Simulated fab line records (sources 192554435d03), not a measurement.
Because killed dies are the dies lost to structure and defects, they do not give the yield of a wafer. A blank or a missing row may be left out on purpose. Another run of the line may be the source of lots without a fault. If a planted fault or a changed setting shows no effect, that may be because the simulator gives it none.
2 desks, one fault + flow n5 finfet + each desk has only its own numbers; what lay behind them comes last

== THE METROLOGY DESK ==
Lot by lot, what the gauges showed, no matter which tool ran the lot: averages of those sampled wafers that carry a number. If a lot's mean is further than 4 standard deviations from the usual mean, the lot is out of limits and carries the mark OUT (the distance appears in the brackets). Of its 11 readings 7 are shown: those that lie furthest out on some lot.
Columns: A = DIBL_N at N5_BEOL_M4_RC_MEAS_101, usual 36.0 mV/V; B = IOFF_P at N5_BEOL_M4_RC_MEAS_101, usual 0.21 nA/um; C = ION_N at N5_BEOL_M4_RC_MEAS_101, usual 675 uA/um; D = ION_P at N5_BEOL_M4_RC_MEAS_101, usual 462 uA/um; E = SS_N at N5_BEOL_M4_RC_MEAS_101, usual 71.5 mV/dec; F = VT_N at N5_BEOL_M4_RC_MEAS_101, usual 250 mV; G = VT_P at N5_BEOL_M4_RC_MEAS_101, usual -251 mV
| lot  | first seen here | A    | B    | C   | D   | E    | F   | G    |
|------|-----------------|------|------|-----|-----|------|-----|------|
| L188 | day 3 21:37     | 36.0 | 0.22 | 692 | 469 | 71.3 | 243 | -246 |
| L190 | day 4 14:14     | 36.2 | 0.21 | 672 | 459 | 72.8 | 252 | -251 |
| L192 | day 4 22:28     | 37.0 | 0.26 | 693 | 477 | 71.4 | 247 | -248 |
| L200 | day 7 01:20     | 36.8 | 0.23 | 672 | 456 | 71.8 | 247 | -248 |
| L201 | day 7 14:08     | 33.7 | 0.17 | 675 | 460 | 70.9 | 252 | -253 |
| L202 | day 7 18:47     | 37.6 | 0.23 | 688 | 471 | 72.0 | 248 | -249 |
| L204 | day 8 00:38     | 34.5 | 0.19 | 668 | 459 | 71.2 | 252 | -250 |
| L205 | day 8 06:38     | 36.5 | 0.24 | 681 | 469 | 71.2 | 249 | -249 |
| L207 | day 8 16:25     | 34.9 | 0.19 | 674 | 465 | 71.0 | 253 | -252 |
| L208 | day 8 19:29     | 36.8 | 0.23 | 666 | 462 | 71.6 | 251 | -250 |
| L209 | day 9 00:50     | 33.9 | 0.16 | 664 | 462 | 71.1 | 256 | -254 |
| L210 | day 9 12:06     | 38.7 | 0.21 | 684 | 460 | 72.9 | 248 | -252 |
Finding of this desk: none of the 12 lots has anything out of limits.

== TOOL OWNER'S DESK, cmp-04 ==
The tool's own readings at N5_ILD0_CMP_03 (polishes, stops on SiNx, t overpolish 1.9 s, target thk 197.38 nm): means of the sampled wafers that have a number, for each lot that ran on this tool. If a lot's mean is further than 4 standard deviations from the usual mean, the lot is out of limits and carries the mark OUT (the distance appears in the brackets).
Columns: A = motor current A at N5_ILD0_CMP_03, usual 12.6 A; B = overpolish run s at N5_ILD0_CMP_03, usual 1.901 s; C = platen rpm at N5_ILD0_CMP_03, usual 51.79 rpm; D = time to endpoint s at N5_ILD0_CMP_03, usual 72 s
| lot  | first seen here | A    | B     | C               | D  |
|------|-----------------|------|-------|-----------------|----|
| L188 | day 3 21:02     | 13.1 | 1.902 | 51.77           | 69 |
| L190 | day 4 13:35     | 12.9 | 1.897 | 49.76 (-58) OUT | 76 |
| L192 | day 4 21:55     | 12.8 | 1.891 | 49.73 (-59) OUT | 74 |
| L204 | day 8 00:03     | 13.2 | 1.904 | 51.77           | 80 |
| L207 | day 8 15:42     | 12.4 | 1.917 | 51.79           | 78 |
| L208 | day 8 19:01     | 12.8 | 1.911 | 51.80           | 76 |
| L209 | day 9 00:22     | 12.8 | 1.899 | 51.81           | 76 |
This desk's verdict: out of limits on L190, L192, starting with L190 at day 4 13:35 (platen rpm at N5_ILD0_CMP_03). In limits: L188, L204, L207, L208, L209.

== BROUGHT TOGETHER ==
The tool owner's desk had the chance to raise an alarm at day 4 13:35 on L190, L192.
Metrology desk: nothing out of limits seen.
The metrology desk has L190, L192 on record, within its limits.
The lots listed all ran N5_ILD0_CMP_03 on cmp-04.

== WHAT WAS PUT IN BY THE SIMULATOR ==
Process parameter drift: cmp-04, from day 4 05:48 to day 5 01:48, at N5_ILD0_CMP_03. The setting platen rpm was moved by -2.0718, starting from 51.796. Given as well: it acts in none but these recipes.
Shown lots that were struck: L190, L192.
Each desk's first reading out of limits, in hours after the fault started: the tool owner's desk, 8.
